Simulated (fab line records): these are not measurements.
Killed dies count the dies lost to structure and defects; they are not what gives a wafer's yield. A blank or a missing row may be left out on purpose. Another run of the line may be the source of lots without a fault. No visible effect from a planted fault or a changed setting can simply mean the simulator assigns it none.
fab line records	flow n5-finfet
record lots=7	wafers=39
route steps=1938 shown WELL_APT@26 FIN_SAQP@125 SD_EPI_P@321 HKMG_FIN@389 MOL_CONTACT_COAG@616 BEOL_M1@818 BEOL_M3@950 BEOL_M9@1405 BEOL_M12@1637 BEOL_M14@1770 PASSIVATION@1936
start-h: the number of hours between the record's first day and the start of the first shown wafer of the lot	wait-h: hours from the lot's prior step to this one	" the same as in the row above	L1.1+2: a row that stands for several wafers	- either no value or no given start	* or withheld: withheld	< > ~ a bound
route shown NAME@n: NAME is a module with steps in the file, n the number in the route of the first one	usual: mean/standard deviation taken from wafers without a fault	same: alike in all rows	chamber/n: place in a boat	sites: readings site by site	_std_site: standard deviation across them	_edge_site: outer sites' mean less inner sites'	radius-mm: for every site, how far away it sits from the centre of the wafer	mask NAME#n: copy n	behind: the last tool/chamber to shape the wafer	hold: why the lot went on hold/how many hours it stayed there/how the hold came to an end	device: the transistor (n, p or np) that didn't switch	end of line: at the end of the route, the tests of the same wafers	where a step has no rows: the recipe by itself	killed: the dies lost at the first sort to structure and to defects; this is not the yield of the wafer	map: per-die view of a wafer (x killed, . not killed, _ where there is no die)
set.NAME: the setting as run; set.NAME@STEP: as run at that earlier step	model.NAME: the simulator's own value behind a step, which no gauge read
lots whose settings were changed on purpose; a table a step, a row a wafer
## steps
# step N5_WELL_APT_DEVELOP_07
# recipe develop-time-s=45	rinse-liquid=surfactant-rinse	dry=air-spin	dev-temp-c=21
# step N5_FIN_SAQP_SPACER1_ALD_24
# recipe material=SiO2	target-thk-a=203	temp-c=300	ald-precursor-family=BDEAS	ald-co-reactant=O2-plasma	pulse-time-s=1	purge-time-s=2	co-reactant-purge-time-s=2	ald-cycles=218	pressure-torr=2
# step N5_SD_EPI_P_EPI_21
# recipe material=SiGe:B	dopant=B	temp-c=550	pressure-torr=20	ambient=H2	time-s=355
# step N5_HKMG_FIN_ALD_75
# recipe material=Al2O3	target-thk-a=10	temp-c=150	ald-precursor-family=TMA	ald-co-reactant=H2O	pulse-time-s=withheld	co-reactant-pulse-time-s=1
# step N5_MOL_CONTACT_COAG_ETCH_124
# recipe chemistry=CH3F/O2	target=SiNx	target-depth-a=65	mask-material=SOC	stop-on=SiOC	over-etch-frac=0.3	ion-energy-ev=120	pressure-mtorr=30	source-w=395	bias-w=73	Ar_flow_sccm=150	CH3F_flow_sccm=30	O2_flow_sccm=20	ends=end-point
# step N5_BEOL_M1_SPUTTER_81
# recipe material=Cu	target-thk-a=45	temp-c=-20	chamber-pressure-pa=0.07	power-w=withheld	time-s=8.29
# step N5_BEOL_M3_ETCH_64
# recipe chemistry=N2/H2	target=SOC	target-depth-a=750	overetch-a=150	mask-material=SiARC	temp-c=40	time-s=112.5	ion-energy-ev=200	pressure-mtorr=30	source-w=840	bias-w=150	n2-flow-sccm=200	h2-flow-sccm=200
# step N5_BEOL_M3_TRENCH_ETCH_37
# recipe chemistry=C4F6/O2	target-depth-a=555.55	target=SiOC	time-s=29.2	ion-energy-ev=250	pressure-mtorr=30	source-w=355	bias-w=185	Ar_flow_sccm=300	C4F6_flow_sccm=10	O2_flow_sccm=10
# step N5_BEOL_M9_HM_DEP_02
# recipe material=TiN	target-thk-a=200	temp-c=25	chamber-pressure-pa=0.49996
# step N5_BEOL_M9_ALD_74
# recipe material=TaN	target-thk-a=20	temp-c=275	ald-precursor-family=PDMAT	ald-co-reactant=NH3	pressure-torr=3	carrier-flow-sccm=1500	pulse-time-s=2	purge-time-s=3	co-reactant-purge-time-s=2	co-reactant-pulse-time-s=3	ald-cycles=40	precursor-vessel-temp-c=75	precursor-vessel-pressure-torr=26.25	precursor-vessel-carrier-sccm=1000
# step N5_BEOL_M12_ETCH_68
# recipe chemistry=N2/H2	target=SOC	mask-material=SiARC	source-w=3000	bias-w=350	temp-c=40	time-s=285	ion-energy-ev=200	pressure-mtorr=30	n2-flow-sccm=200	h2-flow-sccm=200
# step N5_BEOL_M14_DEP_53
# recipe material=SiCN	target-thk-a=500	temp-c=withheld	precursor=3MS/NH3	pressure-torr=3	rf-w=675	time-s=17.8
# step N5_PASSIVATION_PROBE_49
# usual killed-at-front-end=41/12
lot.wafer	tool	chamber	start-h	wait-h	set.develop-time-s@WELL_APT_DEVELOP_07	set.ald-cycles@FIN_SAQP_SPACER1_ALD_24	set.time-s@SD_EPI_P_EPI_21	set.target-thk-a@HKMG_FIN_ALD_75	set.target-depth-a@MOL_CONTACT_COAG_ETCH_124	set.target-thk-a@BEOL_M1_SPUTTER_81	set.time-s@BEOL_M3_ETCH_64	set.target-depth-a@BEOL_M3_TRENCH_ETCH_37	set.target-thk-a@BEOL_M9_HM_DEP_02	set.ald-cycles@BEOL_M9_ALD_74	set.time-s@BEOL_M12_ETCH_68	set.time-s@BEOL_M14_DEP_53	killed-at-front-end
L076.1	prober-01	-	319.03	0.0	45	218	522.9	10	65	45	112.5	282.1	200	40	396	17.8	35
L076.2	prober-01	-	319.08	0.1	45	218	522.9	14.26	65	45	168.1	555.55	200	40	285	28.05	33
L076.3	prober-01	-	319.13	0.1	45	281	355	10	65	45	168.1	555.55	200	61	396	28.05	1114
L076.4	prober-01	-	319.18	0.2	45	281	355	14.26	65	45	112.5	282.1	149.7	61	285	17.8	1135
L076.5	prober-01	-	319.23	0.2	45	218	355	10	65	45	112.5	555.55	149.7	40	285	28.05	42
L076.6	prober-01	-	319.28	0.3	45	281	522.9	14.26	65	45	168.1	282.1	149.7	61	396	17.8	1139
L081.1	prober-01	-	332.32	0.0	45	218	170	10	65	28.45	112.5	555.55	200	40	285	26.55	46
L081.2	prober-01	-	332.37	0.1	45	218	355	10	65	45	112.5	654	200	40	285	26.55	47
L081.3	prober-01	-	332.42	0.1	45	218	170	12.46	65	28.45	112.5	654	200	40	376.6	26.55	41
L081.4	prober-01	-	332.47	0.2	45	286	355	12.46	65	28.45	112.5	555.55	200	40	376.6	17.8	1124
L081.5	prober-01	-	332.52	0.2	45	286	170	12.46	65	45	112.5	555.55	200	40	285	17.8	1132
L081.6	prober-01	-	332.57	0.3	45	286	355	10	65	45	112.5	654	200	40	376.6	17.8	1141
L087.1	prober-02	-	355.55	0.0	45	218	265.9	6.298	51.44	45	171.1	555.55	200	40	285	22.39	36
L087.2	prober-02	-	355.60	0.1	45	180	355	6.298	65	45	112.5	555.55	200	40	285	17.8	523
L087.3	prober-02	-	355.65	0.1	45	218	355	10	51.44	45	112.5	555.55	200	40	285	22.39	43
L087.4	prober-02	-	355.70	0.2	45	180	355	10	65	45	171.1	555.55	200	40	183.8	17.8	545
L087.5	prober-02	-	355.75	0.2	45	218	265.9	10	65	45	112.5	555.55	200	40	183.8	22.39	22
L087.6	prober-02	-	355.80	0.3	45	180	265.9	6.298	51.44	45	171.1	555.55	200	40	183.8	17.8	538
L084.1	prober-01	-	361.33	0.0	70.1	218	355	10	65	61.17	133.4	555.55	168.2	40	285	9.297	39
L084.2	prober-01	-	361.38	0.1	45	218	355	5.359	55.07	45	112.5	555.55	168.2	40	125.1	17.8	65
L084.3	prober-01	-	361.43	0.1	45	218	415.9	5.359	65	45	133.4	555.55	200	40	285	17.8	48
L084.4	prober-01	-	361.48	0.2	70.1	218	415.9	5.359	55.07	61.17	112.5	555.55	200	40	125.1	9.297	52
L084.5	prober-01	-	361.53	0.2	45	218	415.9	10	65	61.17	112.5	555.55	200	40	285	17.8	44
L084.6	prober-01	-	361.58	0.3	70.1	218	355	10	55.07	45	133.4	555.55	168.2	40	125.1	9.297	75
L093.1	prober-02	-	415.79	0.0	45	218	355	14.51	102.6	45	63.9	555.55	200	19	285	17.8	24
L093.2	prober-02	-	415.84	0.1	45	218	210.2	10	102.6	45	112.5	555.55	135.8	40	285	9.984	18
L093.3	prober-02	-	415.89	0.1	45	218	355	10	65	22.1	63.9	555.55	200	40	285	17.8	30
L093.4	prober-02	-	415.94	0.2	52.22	218	210.2	14.51	65	22.1	63.9	682.2	135.8	19	285	17.8	33
L093.5	prober-02	-	415.99	0.2	52.22	218	210.2	10	65	45	112.5	682.2	135.8	19	285	9.984	42
L093.6	prober-02	-	416.04	0.3	52.22	218	355	14.51	102.6	22.1	112.5	682.2	200	40	285	9.984	44
L096.1	prober-01	-	457.04	0.0	45	317	205.6	15.07	65	25.23	112.5	555.55	200	40	379.3	17.8	1108
L096.2	prober-01	-	457.09	0.1	66.44	218	355	15.07	65	45	177.1	642.9	200	40	285	8.157	31
L096.3	prober-01	-	457.14	0.1	66.44	317	205.6	10	65	25.23	177.1	642.9	200	24	379.3	8.157	1085
L096.4	prober-01	-	457.19	0.2	66.44	317	355	10	52.52	45	112.5	555.55	267.8	24	285	17.8	1099
L096.5	prober-01	-	457.24	0.2	45	218	355	15.07	52.52	25.23	112.5	642.9	267.8	40	379.3	17.8	25
L096.6	prober-01	-	457.29	0.3	45	218	205.6	10	52.52	45	177.1	555.55	267.8	24	285	8.157	28
L097.2	prober-01	-	463.47	0.1	45	218	355	10	65	45	112.5	555.55	200	40	285	17.8	41
L097.3	prober-01	-	463.52	0.1	45	218	355	10	65	45	112.5	555.55	200	40	285	17.8	32
L097.5	prober-01	-	463.62	0.2	45	218	355	10	65	45	112.5	555.55	200	40	285	17.8	17
# killed by level:class
L076.1 MOL_CONTACT_COAG:geometric-particle:open=11 STI_FIN_REVEAL:geometric-particle:open=9 STARTING-WAFER:geometric-particle:short=6 BEOL_M0:geometric-particle:open=6 GATE_CUT:geometric-particle:short=5 BEOL_M1:geometric-particle:open=5 BEOL_M0_SAQP:geometric-particle:open=4 BEOL_M0_SAQP:geometric-particle:short=4
L076.2 MOL_CONTACT_COAG:geometric-particle:open=9 BEOL_M2:geometric-particle:open=6 BEOL_M3:geometric-particle:open=6 FIN_SAQP:geometric-particle:short=4 DUMMY_GATE:geometric-particle:open=4 STI_FIN_REVEAL:geometric-particle:open=4 GATE_CUT:geometric-particle:short=4 BEOL_M4:geometric-particle:open=4
L076.3 FIN_SAQP:area-ald=1051 STI_FIN_REVEAL:geometric-particle:open=24 BEOL_M3:geometric-particle:open=14 MOL_CONTACT_COAG:geometric-particle:open=13 FIN_SAQP:geometric-particle:open=11 FIN_SAQP:geometric-particle:short=10 BEOL_M0:geometric-particle:short=6 BEOL_M4:coat-microbubble-printed=4
L076.4 FIN_SAQP:area-ald=1104 FIN_SAQP:geometric-particle:short=8 MOL_CONTACT_COAG:geometric-particle:open=7 BEOL_M0:geometric-particle:short=7 STI_FIN_REVEAL:geometric-particle:open=5 BEOL_M0_SAQP:geometric-particle:short=5 BEOL_M2:geometric-particle:open=5 STARTING-WAFER:geometric-particle:open=5
L076.5 STI_FIN_REVEAL:geometric-particle:open=7 BEOL_M1:geometric-particle:open=7 FIN_SAQP:geometric-particle:open=5 FIN_SAQP:geometric-particle:short=4 MOL_CONTACT_COAG:geometric-particle:open=4 BEOL_M1:geometric-particle:short=4 BEOL_M2:geometric-particle:open=4 BEOL_M2:geometric-particle:short=4
L076.6 FIN_SAQP:area-ald=1083 FIN_SAQP:geometric-particle:short=12 FIN_SAQP:geometric-particle:open=11 STI_FIN_REVEAL:geometric-particle:open=11 BEOL_M3:geometric-particle:open=8 MOL_CONTACT_COAG:geometric-particle:open=8 GATE_CUT:geometric-particle:short=6 BEOL_M0:geometric-particle:open=5
L081.1 STI_FIN_REVEAL:geometric-particle:open=13 BEOL_M0_SAQP:geometric-particle:open=10 MOL_CONTACT_COAG:geometric-particle:open=9 FIN_SAQP:geometric-particle:open=8 DUMMY_GATE:geometric-particle:open=8 BEOL_M0_SAQP:geometric-particle:short=7 BEOL_M1:geometric-particle:open=6 BEOL_M2:geometric-particle:open=5
L081.2 STI_FIN_REVEAL:geometric-particle:open=18 BEOL_M0_SAQP:geometric-particle:short=12 BEOL_M0_SAQP:geometric-particle:open=9 MOL_CONTACT_COAG:geometric-particle:open=8 BEOL_M2:geometric-particle:open=7 DUMMY_GATE:geometric-particle:open=6 GATE_CUT:geometric-particle:short=6 FIN_SAQP:geometric-particle:short=5
L081.3 BEOL_M0_SAQP:geometric-particle:open=14 STI_FIN_REVEAL:geometric-particle:open=12 MOL_CONTACT_COAG:geometric-particle:open=11 BEOL_M4:geometric-particle:open=7 ILD0:geometric-particle:open=6 GATE_CUT:geometric-particle:short=5 BEOL_M3:geometric-particle:open=5 BEOL_M3:geometric-particle:short=5
L081.4 FIN_SAQP:area-ald=1065 FIN_SAQP:geometric-particle:open=17 STI_FIN_REVEAL:geometric-particle:open=12 MOL_CONTACT_COAG:geometric-particle:open=12 BEOL_M0_SAQP:geometric-particle:open=12 BEOL_M0_SAQP:geometric-particle:short=9 FIN_SAQP:geometric-particle:short=7 DUMMY_GATE:geometric-particle:open=6
L081.5 FIN_SAQP:area-ald=1099 BEOL_M3:geometric-particle:open=9 STI_FIN_REVEAL:geometric-particle:open=7 BEOL_M0_SAQP:geometric-particle:short=7 FIN_SAQP:geometric-particle:open=6 GATE_CUT:geometric-particle:short=6 MOL_CONTACT_COAG:geometric-particle:open=5 BEOL_M4:geometric-particle:short=4
L081.6 FIN_SAQP:area-ald=1105 FIN_SAQP:geometric-particle:open=10 MOL_CONTACT_COAG:geometric-particle:open=9 BEOL_M0_SAQP:geometric-particle:short=5 FIN_SAQP:geometric-particle:short=4 STI_FIN_REVEAL:geometric-particle:open=4 DUMMY_GATE:geometric-particle:short=4 BEOL_M0_SAQP:geometric-particle:open=4
L087.1 BEOL_M0_SAQP:geometric-particle:short=14 FIN_SAQP:geometric-particle:open=9 MOL_CONTACT_COAG:geometric-particle:open=9 BEOL_M0_SAQP:geometric-particle:open=8 FIN_SAQP:geometric-particle:short=6 BEOL_M5:geometric-particle:open=6 BEOL_M1:geometric-particle:open=5 STI_FIN_REVEAL:geometric-particle:open=4
L087.2 FIN_SAQP:area-ald=500 MOL_CONTACT_COAG:geometric-particle:open=21 BEOL_M0_SAQP:geometric-particle:short=9 BEOL_M4:geometric-particle:open=9 BEOL_M1:geometric-particle:short=8 BEOL_M3:geometric-particle:open=8 BEOL_M0_SAQP:geometric-particle:open=5 BEOL_M1:geometric-particle:open=5
L087.3 BEOL_M0_SAQP:geometric-particle:open=11 STI_FIN_REVEAL:geometric-particle:open=10 MOL_CONTACT_COAG:geometric-particle:open=10 FIN_SAQP:geometric-particle:open=7 BEOL_M0_SAQP:geometric-particle:short=7 FIN_SAQP:geometric-particle:short=4 STI_FIN_REVEAL:geometric-particle:short=4 DUMMY_GATE:geometric-particle:open=4
L087.4 FIN_SAQP:area-ald=513 MOL_CONTACT_COAG:geometric-particle:open=13 BEOL_M0_SAQP:geometric-particle:short=13 BEOL_M0_SAQP:geometric-particle:open=9 BEOL_M1:geometric-particle:open=5 STARTING-WAFER:geometric-particle:open=5 STI_FIN_REVEAL:geometric-particle:open=4 DUMMY_GATE:geometric-particle:open=4
L087.5 BEOL_M0_SAQP:geometric-particle:open=13 BEOL_M0_SAQP:geometric-particle:short=11 BEOL_M1:geometric-particle:open=11 BEOL_M4:geometric-particle:open=6 BEOL_M1:geometric-particle:short=5 BEOL_M3:geometric-particle:open=5 STI_FIN_REVEAL:geometric-particle:open=4 STARTING-WAFER:geometric-particle:short=4
L087.6 FIN_SAQP:area-ald=511 MOL_CONTACT_COAG:geometric-particle:open=10 BEOL_M0_SAQP:geometric-particle:short=8 BEOL_M0_SAQP:geometric-particle:open=6 BEOL_M3:geometric-particle:open=6 STI_FIN_REVEAL:geometric-particle:open=5 BEOL_M1:geometric-particle:open=5 BEOL_M4:geometric-particle:open=5
L084.1 STI_FIN_REVEAL:geometric-particle:open=10 GATE_CUT:geometric-particle:short=6 BEOL_M4:geometric-particle:open=6 BEOL_M3:geometric-particle:open=5 FIN_SAQP:geometric-particle:short=4 BEOL_M5:geometric-particle:open=4 FIN_SAQP:geometric-particle:open=3 DUMMY_GATE:geometric-particle:open=3
L084.2 STI_FIN_REVEAL:geometric-particle:open=13 FIN_SAQP:geometric-particle:open=12 FIN_SAQP:geometric-particle:short=11 MOL_CONTACT_COAG:geometric-particle:open=10 GATE_CUT:geometric-particle:short=8 BEOL_M2:geometric-particle:open=6 BEOL_M0:geometric-particle:short=6 DUMMY_GATE:geometric-particle:open=5
L084.3 FIN_SAQP:geometric-particle:open=15 STI_FIN_REVEAL:geometric-particle:open=12 BEOL_M2:geometric-particle:open=7 BEOL_M0_SAQP:geometric-particle:short=6 BEOL_M4:geometric-particle:open=6 BEOL_M3:geometric-particle:open=6 FIN_SAQP:geometric-particle:short=5 MOL_CONTACT_COAG:geometric-particle:short=4
L084.4 STI_FIN_REVEAL:geometric-particle:open=19 BEOL_M3:geometric-particle:open=14 FIN_SAQP:geometric-particle:short=10 FIN_SAQP:geometric-particle:open=9 BEOL_M0_SAQP:geometric-particle:open=8 BEOL_M2:geometric-particle:open=8 BEOL_M0_SAQP:geometric-particle:short=6 STI_FIN_REVEAL:geometric-particle:short=5
L084.5 MOL_CONTACT_COAG:geometric-particle:open=22 STI_FIN_REVEAL:geometric-particle:open=14 FIN_SAQP:geometric-particle:open=9 FIN_SAQP:geometric-particle:short=8 BEOL_M3:geometric-particle:open=7 BEOL_M2:geometric-particle:open=6 DUMMY_GATE:geometric-particle:open=5 BEOL_M1:geometric-particle:open=5
L084.6 STI_FIN_REVEAL:geometric-particle:open=36 DUMMY_GATE:geometric-particle:open=11 FIN_SAQP:geometric-particle:open=8 BEOL_M2:geometric-particle:open=7 FIN_SAQP:geometric-particle:short=5 BEOL_M0_SAQP:geometric-particle:short=5 BEOL_M1:geometric-particle:open=5 STI_FIN_REVEAL:geometric-particle:short=4
L093.1 BEOL_M3:area-etch=1097 BEOL_M2:geometric-particle:open=10 BEOL_M1:geometric-particle:open=9 BEOL_M0_SAQP:geometric-particle:open=8 BEOL_M0_SAQP:geometric-particle:short=7 BEOL_M1:geometric-particle:short=5 STARTING-WAFER:geometric-particle:open=5 DUMMY_GATE:geometric-particle:open=4
L093.2 BEOL_M3:geometric-particle:open=12 MOL_CONTACT_COAG:geometric-particle:open=11 BEOL_M0_SAQP:geometric-particle:short=7 BEOL_M0_SAQP:geometric-particle:open=4 BEOL_M2:geometric-particle:open=4 BEOL_M4:geometric-particle:short=4 PASS1_CAP:geometric-particle:open=4 BEOL_M2:geometric-particle:short=3
L093.3 BEOL_M3:area-etch=1085 BEOL_M0_SAQP:geometric-particle:short=12 BEOL_M3:geometric-particle:open=12 FIN_SAQP:geometric-particle:short=8 FIN_SAQP:geometric-particle:open=8 MOL_CONTACT_COAG:geometric-particle:open=6 BEOL_M0_SAQP:geometric-particle:open=6 BEOL_M2:geometric-particle:open=5
L093.4 BEOL_M3:area-etch=1090 BEOL_M0_SAQP:geometric-particle:open=9 BEOL_M3:geometric-particle:open=9 FIN_SAQP:geometric-particle:short=8 BEOL_M0_SAQP:geometric-particle:short=8 MOL_CONTACT_COAG:geometric-particle:open=7 FIN_SAQP:geometric-particle:open=6 BEOL_M2:geometric-particle:open=5
L093.5 BEOL_M0_SAQP:geometric-particle:short=12 M9:area-ald=11 MOL_CONTACT_COAG:geometric-particle:open=9 FIN_SAQP:geometric-particle:short=8 GATE_CUT:geometric-particle:short=7 BEOL_M0_SAQP:geometric-particle:open=6 MOL_CONTACT_COAG:geometric-particle:short=5 BEOL_M4:geometric-particle:short=5
L093.6 BEOL_M0_SAQP:geometric-particle:short=21 BEOL_M0_SAQP:geometric-particle:open=19 FIN_SAQP:geometric-particle:open=10 MOL_CONTACT_COAG:geometric-particle:open=9 STARTING-WAFER:geometric-particle:open=6 FIN_SAQP:geometric-particle:short=5 GATE_CUT:geometric-particle:open=5 GATE_CUT:geometric-particle:short=4
L096.1 FIN_SAQP:area-ald=1073 MOL_CONTACT_COAG:geometric-particle:open=16 BEOL_M4:geometric-particle:open=14 BEOL_M3:geometric-particle:open=11 STI_FIN_REVEAL:geometric-particle:open=9 FIN_SAQP:geometric-particle:open=5 DUMMY_GATE:geometric-particle:open=5 GATE_CUT:geometric-particle:open=4
L096.2 MOL_CONTACT_COAG:geometric-particle:open=14 BEOL_M4:geometric-particle:open=7 GATE_CUT:geometric-particle:short=6 BEOL_M3:geometric-particle:open=6 FIN_SAQP:geometric-particle:open=5 BEOL_M0:geometric-particle:open=5 GATE_CUT:geometric-particle:open=5 MOL_CONTACT_COAG:geometric-particle:short=5
L096.3 FIN_SAQP:area-ald=1057 MOL_CONTACT_COAG:geometric-particle:open=19 BEOL_M2:geometric-particle:open=12 BEOL_M1:geometric-particle:open=9 BEOL_M0_SAQP:geometric-particle:open=9 BEOL_M3:geometric-particle:open=9 BEOL_M0_SAQP:geometric-particle:short=8 BEOL_M4:geometric-particle:open=8
L096.4 FIN_SAQP:area-ald=1050 MOL_CONTACT_COAG:geometric-particle:open=18 BEOL_M3:geometric-particle:open=12 GATE_CUT:geometric-particle:short=9 FIN_SAQP:geometric-particle:short=8 STI_FIN_REVEAL:geometric-particle:open=8 BEOL_M4:geometric-particle:open=7 DUMMY_GATE:geometric-particle:open=5
L096.5 MOL_CONTACT_COAG:geometric-particle:open=13 GATE_CUT:geometric-particle:short=10 BEOL_M0_SAQP:geometric-particle:short=9 BEOL_M0_SAQP:geometric-particle:open=8 BEOL_M4:geometric-particle:open=8 BEOL_M3:geometric-particle:open=6 BEOL_M2:geometric-particle:open=5 MOL_CONTACT_COAG:geometric-particle:short=4
L096.6 MOL_CONTACT_COAG:geometric-particle:open=18 BEOL_M4:geometric-particle:open=12 BEOL_M3:geometric-particle:open=9 BEOL_M0_SAQP:geometric-particle:short=9 BEOL_M1:geometric-particle:open=9 BEOL_M0_SAQP:geometric-particle:open=8 BEOL_M2:geometric-particle:open=7 DUMMY_GATE:geometric-particle:open=4
L097.2 MOL_CONTACT_COAG:geometric-particle:open=8 BEOL_M0_SAQP:geometric-particle:open=8 DUMMY_GATE:geometric-particle:open=7 FIN_SAQP:geometric-particle:open=6 STI_FIN_REVEAL:geometric-particle:open=5 BEOL_M4:geometric-particle:open=5 BEOL_M3:geometric-particle:open=5 STARTING-WAFER:geometric-particle:short=5
L097.3 DUMMY_GATE:geometric-particle:open=12 MOL_CONTACT_COAG:geometric-particle:open=10 BEOL_M0_SAQP:geometric-particle:open=7 BEOL_M0_SAQP:geometric-particle:short=6 BEOL_M3:geometric-particle:open=6 STARTING-WAFER:geometric-particle:open=5 BEOL_M4:geometric-particle:open=5 MOL_CONTACT_COAG:geometric-particle:short=4
L097.5 MOL_CONTACT_COAG:geometric-particle:open=21 BEOL_M0_SAQP:geometric-particle:short=7 MOL_CONTACT_COAG:geometric-particle:short=5 BEOL_M4:geometric-particle:open=5 DUMMY_GATE:geometric-particle:open=4 BEOL_M0_SAQP:geometric-particle:open=4 GATE_CUT:geometric-particle:short=3 BEOL_M2:geometric-particle:open=3
## key
split step=N5_WELL_APT_DEVELOP_07	setting=develop-time-s	stated-as=45
response none clear
split step=N5_FIN_SAQP_SPACER1_ALD_24	setting=ald-cycles	stated-as=218
response step=N5_PASSIVATION_PROBE_49	reading=killed-at-front-end	slope=+25.9	per=1%	together-with=all	explained=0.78
split step=N5_SD_EPI_P_EPI_21	setting=time-s	stated-as=355
response none clear
split step=N5_HKMG_FIN_ALD_75	setting=target-thk-a	stated-as=10
response none clear
split step=N5_MOL_CONTACT_COAG_ETCH_124	setting=target-depth-a	stated-as=65
response none clear
split step=N5_BEOL_M1_SPUTTER_81	setting=target-thk-a	stated-as=45
response none clear
split step=N5_BEOL_M3_ETCH_64	setting=time-s	stated-as=112.5
response none clear
split step=N5_BEOL_M3_TRENCH_ETCH_37	setting=target-depth-a	stated-as=555.55
response none clear
split step=N5_BEOL_M9_HM_DEP_02	setting=target-thk-a	stated-as=200
response none clear
split step=N5_BEOL_M9_ALD_74	setting=ald-cycles	stated-as=40
response none clear
split step=N5_BEOL_M12_ETCH_68	setting=time-s	stated-as=285
response none clear
split step=N5_BEOL_M14_DEP_53	setting=time-s	stated-as=17.8
response none clear
